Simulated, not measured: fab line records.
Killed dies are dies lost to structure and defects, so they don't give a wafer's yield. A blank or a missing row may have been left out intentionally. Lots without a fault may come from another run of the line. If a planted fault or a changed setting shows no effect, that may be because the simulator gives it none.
A struck lot beside a sound one | flow n5-finfet | 12 out of 1938 route steps
Sound: these wafers, L906.1, L906.4, L906.6. Struck: wafers L926.2, L926.3, L926.6. At the end, the cause is stated.
Per side, at each step with rows, come the tool, then ch with its chambers, and then its first start. Under that, the readings that differ: sound wafers | struck wafers | difference of the means | sigmas: that difference in standard deviations of wafers without a fault.
alike: readings with means less than 2 such deviations apart, plus words and numbers identical on both sides. not compared: withheld readings, readings lacking a value on some wafer, bounds such as >300 that could conceal the same value, and numbers that have no deviation in the record and whose values overlap.
The two part at a step that has a row with sigmas, a row that says differs or no value, or rows on one side only. Non-overlapping numbers with no deviation appear without sigmas and do not part them. Lack of a reading on every wafer of one side parts them only where that side has two or more wafers.

N5_START_INSPECT_01: inspects for defects (unpatterned scan).
  sound on defect-inspect-02 at day 1 18:02; struck on defect-inspect-02 at day 6 18:02
  alike: raw-defect-count
then, 2 steps without rows for these wafers: N5_ZERO_LAYER_PRECLEAN_00 (cleans in SPM, time 600 s); N5_ZERO_LAYER_SRD_01 (time 30 s, dry time 30 s).
N5_ZERO_LAYER_PECVD_02: deposits SiO2 from SiH4/N2O, target thk 10 nm, time 6 s.
  sound on pecvd-03 ch 0,1,2, day 1 18:17; struck on pecvd-03 ch 0,1,2, day 6 18:17
  alike: heater-power-w, showerhead-plenum-p-Torr
then, 4 steps without rows for these wafers: N5_ZERO_LAYER_HMDS_04 (time 60 s); N5_ZERO_LAYER_COAT_05 (resist thk 1000 nm); N5_ZERO_LAYER_EBR_07; N5_ZERO_LAYER_SOFTBAKE_06 (time 90 s).
N5_ZERO_LAYER_EXPOSE_08: exposes mask ZERO, defocus 0 nm, target cd 2000 nm.
  sound on krf-scanner-02 ch 0, day 1 18:35; struck on krf-scanner-01 ch 0, day 6 18:28
  reading                            | sound                | struck            | difference | sigmas
  model.ZERO_LAYER.overlay-x-nm (nm) | -3.256 -3.256 -3.256 | 147.3 147.3 147.3 | +150.6     |
  alike: mask
next, for these wafers, 1 step has no rows: N5_ZERO_LAYER_PEB_09.
-- here the record skips 7 days between the struck wafers' starts before and after, leaving off in module ZERO_LAYER and picking up in module BEOL_M4 (first step shown: number 1111 of the route) --
N5_BEOL_M4_RC_MEAS_101:
  sound on prober-02 ch 0, day 8 17:39; struck on prober-02 ch 0, day 13 19:50
  reading       | sound          | struck         | difference | sigmas
  DIBL_N (mV/V) | 40.0 36.2 36.7 | 33.4 34.7 34.0 | -3.6       | -2
  SS_N (mV/dec) | 73.2 71.3 72.1 | 70.7 71.4 70.4 | -1.4       | -2
  SS_P (mV/dec) | 75.0 73.4 73.7 | 71.8 72.5 73.4 | -1.5       | -2
  alike: DIBL_P, IOFF_N, IOFF_P, ION_N, ION_P, VT_N, VT_P
-- here the record skips 5 days between the struck wafers' starts before and after, leaving off in module BEOL_M4 and picking up in module PASSIVATION (first step shown: number 1936 of the route) --
N5_PASSIVATION_PROBE_49:
  sound on prober-02 at day 13 11:08; struck on prober-02 at day 18 18:23
  reading              | sound    | struck | difference | sigmas
  sort_bin_8_speed (%) | 0 0 0.08 | 0 0 0  | +0         | -2
  alike: defect-limited-yield, killed_at_M0_to_M3, killed_at_M4_up, killed-at-contacts, killed-at-front-end, killed-at-other, killed-dies, killed-open, killed-short, sort_bin_5_function, sort_bin_6_memory, sort-n-pass, sort-yield-pct

## WHERE THEY PART
At N5_BEOL_M4_RC_MEAS_101 first; at N5_PASSIVATION_PROBE_49 last (within this record only).

WHY: what the simulator had put in
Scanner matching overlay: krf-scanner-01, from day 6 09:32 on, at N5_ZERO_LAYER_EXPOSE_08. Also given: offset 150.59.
